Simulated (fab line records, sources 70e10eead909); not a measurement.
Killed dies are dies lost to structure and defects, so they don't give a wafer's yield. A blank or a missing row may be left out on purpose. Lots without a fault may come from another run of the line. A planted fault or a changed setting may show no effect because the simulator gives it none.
fab line records | flow nand_harc
record lots=5 wafers=15 last_day=33
route steps=1302 shown A_M1@1181
lots that met no fault: from a run of the same line without faults
start_h: hours from the record's first day to the start of the lot's first wafer shown | wait_h: hours since the lot's step before | " the same as in the row above | L1.1+2: a row that stands for several wafers | - no value, or no start given | * or withheld: withheld | < > ~ a bound
route shown NAME@n: a module of which the file shows steps, and the number in the route of the first | usual: mean/standard deviation of fault-free wafers | same: alike in all rows | chamber/n: place in a boat | sites: the reading at each site | _std_site: their standard deviation | _edge_site: outer sites' mean less inner sites' | radius_mm: how far each site lies from the wafer's centre | mask NAME#n: copy n | behind: the tool/chamber that last shaped the wafer | hold: why the lot was held/for how many hours/how that ended | device: the transistor (n, p or np) that didn't switch | end of line: the same wafers' tests at the end of the route | a step without rows: its recipe alone | killed: dies lost to structure and defects at the first sort, not the wafer's yield | map: a wafer's dies, x killed, . not, _ none there
set.NAME: the setting as run; set.NAME@STEP: as run at that earlier step | model.NAME: the simulator's own value behind a step, which no gauge read
lots at some steps of the route; a table a step, a row a wafer
services: from which hour (start_h, from the record's first day; less than 0 if before it) a tool's chamber was out of use, for how many hours, and why
## steps
# step NHARC_A_M1_INSPECT_11
# usual raw_defect_count=88/42
# columns lot.wafer tool chamber start_h wait_h raw_defect_count
L501.3 defect_inspect-01 - 542.64 0.0 100
L501.4 " - " " 92
L501.6 " - " " 96
L506.2 defect_inspect-02 - 596.74 0.0 29
L506.3 " - " " 26
L506.5 " - " " 31
L509.2 defect_inspect-01 - 604.85 0.0 97
L509.4 " - " " 133
L509.5 " - " " 110
L518.1 defect_inspect-01 - 723.07 0.0 69
L518.3 " - " " 94
L518.6 " - " " 83
L521.3 defect_inspect-01 - 737.03 0.0 73
L521.4 " - " " 106
L521.6 " - " " 83
# step NHARC_A_M1_DESCUM_14
# recipe time_s=3 o2_flow_sccm=200 ar_flow_sccm=0 bias_power_w=0 chemistry=O2
# usual drypump_motor_current_A=5.6/0.48 oes_product_au=0.997/0.0088 rf_vpp_V=57.7/0.85 showerhead_plenum_p_Torr=1.89/0.078 throttle_valve_pct=11.311/0.0091
# columns lot.wafer tool chamber start_h wait_h drypump_motor_current_A oes_product_au rf_hours_counter_h rf_vpp_V showerhead_plenum_p_Torr throttle_valve_pct
L501.4 rie_diel-01 2 542.70 0.1 5.7 0.994 4.8 56.9 1.94 11.319
L501.3 " 1 " " 5.1 0.996 4.8 57.7 1.79 11.314
L501.6 " 3 " " 5.4 0.996 - 59.3 1.84 11.317
L506.2 rie_diel-07 2 596.81 0.1 5.8 1.000 5.4 58.5 1.84 11.312
L506.3 " 0 " " 5.8 0.988 6.2 59.7 2.01 11.320
L506.5 " 2 " " 5.8 0.990 - 57.5 1.84 11.313
L509.4 rie_diel-01 1 604.92 0.1 5.2 1.006 0.5 57.4 1.79 11.306
L509.2 " 2 " " 5.7 0.982 0.6 58.0 1.94 11.302
L509.5 " 3 " " 5.3 0.994 - 56.1 1.84 11.308
L518.1 rie_diel-07 1 723.14 0.1 6.4 1.004 4.0 58.2 1.96 11.317
L518.3 " 3 " " 6.2 0.991 3.7 58.3 1.79 11.311
L518.6 " 1 " " 6.4 1.007 - 57.3 1.96 11.307
L521.3 rie_diel-13 3 737.10 0.1 5.5 0.999 1.3 57.7 2.02 11.315
L521.4 " 1 " " 4.7 1.003 0.9 57.8 1.78 11.309
L521.6 " 2 " " 4.9 1.008 - 58.9 1.95 11.303
# step NHARC_A_M1_ETCH_35
# recipe target_depth_a=400 overetch_a=120 time_s=43.94 ion_energy_ev=200 n2_flow_sccm=150 h2_flow_sccm=150 ar_flow_sccm=0 rf_w=400 bias_w=150 chemistry=N2/H2
# usual drypump_motor_current_A=5.6/0.48 oes_product_au=0.998/0.0089 rf_vpp_V=429.7/2.6 showerhead_plenum_p_Torr=2.01/0.084 throttle_valve_pct=14.171/0.0082
# columns lot.wafer tool chamber start_h wait_h drypump_motor_current_A oes_product_au rf_hours_counter_h rf_vpp_V showerhead_plenum_p_Torr throttle_valve_pct
L501.3 rie_diel-01 0 542.79 0.1 5.1 0.987 4.7 428.9 2.01 14.170
L501.4 " 1 " " 5.2 0.991 4.8 426.9 1.91 14.182
L501.6 " 0 " " 5.1 0.988 - 429.6 2.01 14.163
L506.3 rie_diel-07 0 596.88 0.1 5.8 0.979 6.2 432.5 2.14 14.178
L506.2 " 3 " " 6.2 1.013 5.9 425.2 1.90 14.170
L506.5 " 0 " " 5.8 0.988 - 434.4 2.14 14.161
L509.2 rie_diel-01 0 605.00 0.1 5.1 1.019 0.5 430.4 2.01 14.172
L509.4 " 1 " " 5.2 0.998 0.5 425.6 1.91 14.170
L509.5 " 2 " " 5.7 0.997 - 432.1 2.07 14.152
L518.1 rie_diel-07 2 723.22 0.1 5.8 0.982 3.9 429.9 1.95 14.176
L518.3 " 0 " " 5.8 1.002 3.8 433.2 2.14 14.155
L518.6 " 2 " " 5.8 0.994 - 428.8 1.95 14.178
L521.3 rie_diel-13 0 737.19 0.1 5.7 0.996 1.0 430.2 2.00 14.150
L521.4 " 1 " " 4.7 0.982 0.9 426.9 1.90 14.184
L521.6 " 3 " " 5.5 0.980 - 433.4 2.16 14.173
# step NHARC_A_M1_ETCH_15
# recipe target_depth_a=1825 time_s=91.2 c4f8_flow_sccm=withheld ar_flow_sccm=400 rf_w=600 bias_w=300 chemistry=C4F8/Ar
# step NHARC_A_M1_CD_MEAS_16
# usual cd_nm=119.9/0.9
# columns lot.wafer tool chamber start_h wait_h cd_nm
L501.3 cd_sem-01 - 543.01 - 120.2
L501.4 " - " " 121.5
L501.6 " - " " 120.4
L506.2 cd_sem-01 - 597.11 - 117.1
L506.3 " - " " 120.7
L506.5 " - " " 119.2
L509.2 cd_sem-01 - 605.23 - 120.1
L509.4 " - " " 120.3
L509.5 " - " " 121.4
L518.1 cd_sem-02 - 723.43 - 119.9
L518.3 " - " " 119.5
L518.6 " - " " 119.2
L521.3 cd_sem-02 - 737.40 - 119.6
L521.4 " - " " 120.3
L521.6 " - " " 119.5
# step NHARC_A_M1_STRIP_18
# recipe power_w=1000 n2_flow_sccm=150 h2_flow_sccm=150 ar_flow_sccm=0 bias_w=0 chemistry=N2/H2
# step NHARC_A_M1_ETCH_28
# recipe target_depth_a=300 over_etch_frac=0.3 time_s=72.99 ion_energy_ev=150 cf4_flow_sccm=50 n2_flow_sccm=100 ar_flow_sccm=150 rf_w=300 bias_w=100 chemistry=CF4/N2
# usual drypump_motor_current_A=5.5/0.47 oes_product_au=0.998/0.0079 rf_vpp_V=313.8/2 showerhead_plenum_p_Torr=2.61/0.11 throttle_valve_pct=19.794/0.0088
# columns lot.wafer tool chamber start_h wait_h drypump_motor_current_A oes_product_au rf_hours_counter_h rf_vpp_V showerhead_plenum_p_Torr throttle_valve_pct
L501.3 rie_diel-01 3 - - 5.4 1.006 4.8 312.7 2.53 19.792
L501.4 " 0 " " 5.1 0.995 4.8 312.1 2.59 19.779
L501.6 " 3 " " 5.4 1.000 - 311.5 2.53 19.796
L506.3 rie_diel-07 0 - - 5.8 0.992 6.3 316.2 2.74 19.794
L506.2 " 3 " " 6.2 1.002 6.0 311.1 2.46 19.788
L506.5 " 1 " " 6.4 1.003 - 316.3 2.69 19.801
L509.4 rie_diel-13 2 - - 4.9 0.991 3.3 314.0 2.67 19.797
L509.2 " 1 " " 4.8 0.989 3.5 312.0 2.46 19.794
L509.5 " 2 " " 4.9 0.985 - 315.1 2.67 19.811
L518.3 rie_diel-01 2 - - 5.7 1.002 4.4 316.2 2.66 19.778
L518.1 " 1 " " 5.1 1.006 4.2 309.7 2.46 19.797
L518.6 " 2 " " 5.7 0.994 - 314.6 2.66 19.792
L521.3 rie_diel-13 0 - - 5.7 0.982 1.1 313.0 2.58 19.801
L521.4 " 3 " " 5.5 0.988 1.4 317.9 2.77 19.798
L521.6 " 0 " " 5.8 0.984 - 312.3 2.58 19.802
# step NHARC_A_M1_STRIP_19
# recipe time_s=600 temp_c=30 chemistry=post_etch_residue_remover
# step NHARC_A_M1_DEGAS_29
# recipe temp_c=250 time_s=60
# usual heater_power_w=334/35
# columns lot.wafer tool chamber start_h wait_h heater_power_w
L501.4 pvd_sputter-03 - 543.72 - 355
L501.3 " - " " 325
L501.6 " - " " 316
L506.3 pvd_sputter-01 - 597.82 - 338
L506.2 " - " " 285
L506.5 " - " " 351
L509.2 pvd_sputter-01 - 605.95 - 287
L509.4 " - " " 307
L509.5 " - " " 342
L518.3 pvd_sputter-02 - 724.16 - 314
L518.1 " - " " 362
L518.6 " - " " 322
L521.4 pvd_sputter-03 - 738.16 - 321
L521.3 " - " " 411
L521.6 " - " " 365
# step NHARC_A_M1_PRE_CLEAN_30
# recipe time_s=30 temp_c=280 gas=H2/He
# step NHARC_A_M1_PVD_20
# recipe target_thk_a=50 bias_v=168.6 power_w=15000 chamber_pressure_pa=0.12 time_s=8.06 substrate_temp_c=50 material=TaN
# step NHARC_A_M1_PVD_21
# recipe target_thk_a=300 chamber_pressure_pa=5 power_w=5000 substrate_temp_c=30 time_s=20.49 material=Cu
# step NHARC_A_M1_ECD_22
# recipe target_thk_a=4000 bath_temp_c=25 material=Cu
# columns lot.wafer tool chamber start_h wait_h
L501.3+4+6 ecd_cu-02 1,0,0 544.18 -
L506.2+3+5 ecd_cu-01 0,0,1 598.27 -
L509.2+4+5 ecd_cu-01 0 606.30 -
L518.1+3+6 ecd_cu-02 0,0,1 724.51 -
L521.4+3+6 ecd_cu-02 0,1,0 738.63 -
# step NHARC_A_M1_ANNEAL_31
# recipe temp_c=225 time_s=90
# usual wafer_temp_C_max=226.7/0.33
# columns lot.wafer tool chamber start_h wait_h wafer_temp_C_max
L501.3 rtp_anneal-01 0 544.56 0.3 226.6
L501.4 " 0 " " 226.5
L501.6 " 0 " " 226.7
L506.2 rtp_anneal-01 0 598.66 0.3 226.3
L506.3 " 0 " " 226.8
L506.5 " 0 " " 226.5
L509.2 rtp_anneal-02 0 606.73 0.4 226.7
L509.4 " 0 " " 226.3
L509.5 " 0 " " 227.0
L518.1 rtp_anneal-02 0 724.89 0.3 227.0
L518.3 " 0 " " 226.6
L518.6 " 0 " " 226.9
L521.3 rtp_anneal-02 0 739.01 0.3 227.1
L521.4 " 0 " " 226.7
L521.6 " 0 " " 226.3
# step NHARC_A_M1_CMP_23
# recipe t_overpolish_s=20 target_thk_nm=154.34
# usual motor_current_A=12.2/1.2 time_to_endpoint_s=29.2/2.4
# same t_overpolish_s=20
# columns lot.wafer tool chamber start_h wait_h motor_current_A time_to_endpoint_s
L501.3 cmp-04 1 544.80 - 12.2 31.2
L501.4 " 0 " " 10.2 33.0
L501.6 " 1 " " 11.6 31.1
L506.3 cmp-02 3 598.98 - 11.9 31.0
L506.2 " 1 " " 12.4 28.1
L506.5 " 2 " " 12.9 36.1
L509.4 cmp-02 2 607.05 - 12.7 20.1
L509.2 " 3 " " 11.3 17.1
L509.5 " 2 " " 13.7 19.2
L518.1 cmp-03 1 725.29 - 11.7 26.3
L518.3 " 2 " " 12.6 27.0
L518.6 " 3 " " 11.1 30.5
L521.3 cmp-03 0 739.25 - 13.2 27.1
L521.4 " 3 " " 10.8 28.9
L521.6 " 0 " " 14.2 25.3
# step NHARC_A_M1_THK_MEAS_24
# recipe thk_meas_gauge=xrf
# usual thk_nm=154.7/1.4
# columns lot.wafer tool chamber start_h wait_h thk_nm
L501.3 film_metro-01 - 545.12 - 155.7
L501.4 " - " " 156.2
L501.6 " - " " 155.9
L506.2 film_metro-01 - 599.27 - 152.5
L506.3 " - " " 156.9
L506.5 " - " " 157.4
L509.2 film_metro-02 - 607.34 - 154.6
L509.4 " - " " 155.8
L509.5 " - " " 156.4
L518.1 film_metro-02 - 725.55 - 153.2
L518.3 " - " " 153.1
L518.6 " - " " 153.2
L521.3 film_metro-01 - 739.56 - 154.6
L521.4 " - " " 153.5
L521.6 " - " " 155.4
## services
# columns tool chamber start_h hours kind
rie_diel-13 - 519.10 9.0 pm
ecd_cu-02 - 522.61 0.4 repair
ecd_cu-01 - 523.67 3.9 repair
pvd_sputter-03 - 526.18 10.0 pm
cmp-02 - 526.64 4.0 pm
ecd_cu-02 - 541.73 0.8 repair
rie_diel-07 - 547.83 2.2 repair
rie_diel-13 3 557.32 4.2 repair
cmp-03 - 557.57 4.0 pm
rie_diel-01 - 557.80 9.0 pm
cmp-02 - 560.50 1.0 repair
ecd_cu-02 - 596.00 8.0 pm
rie_diel-07 1 609.79 6.0 repair
ecd_cu-02 - 626.11 0.8 repair
rie_diel-07 - 648.20 9.0 pm
rie_diel-01 1 675.91 8.1 repair
rie_diel-01 - 690.93 0.9 repair
rie_diel-13 - 696.10 9.0 pm
rie_diel-01 3 701.43 5.7 repair
rie_diel-07 - 712.29 2.6 repair
rie_diel-07 0 724.50 14.5 repair
ecd_cu-02 - 728.01 1.3 repair
ecd_cu-02 - 731.49 0.8 repair
rie_diel-01 - 734.87 9.0 pm
## key
first_sign step=NHARC_A_M1_CMP_23 reading=time_to_endpoint_s direction=down sigmas=4.4 usual=* struck=*
effect none on later readings
met_at NHARC_A_M1_ECD_22
struck_wafers L509.2,L509.4,L509.5
onset_between 598.27 606.30
also_fits NHARC_A_M1_DESCUM_14:rie_diel-01,NHARC_A_M1_ETCH_35:rie_diel-01,NHARC_A_M1_DEGAS_29:pvd_sputter-01,NHARC_A_M1_CMP_23:cmp-02
fault kind=process_parameter_drift tool=ecd_cu-01 chamber=0 onset_h=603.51 steps=NHARC_A_M1_ECD_22 channel=target_thk_a offset=* shape=step end_h=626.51 acts_in=* stated=*
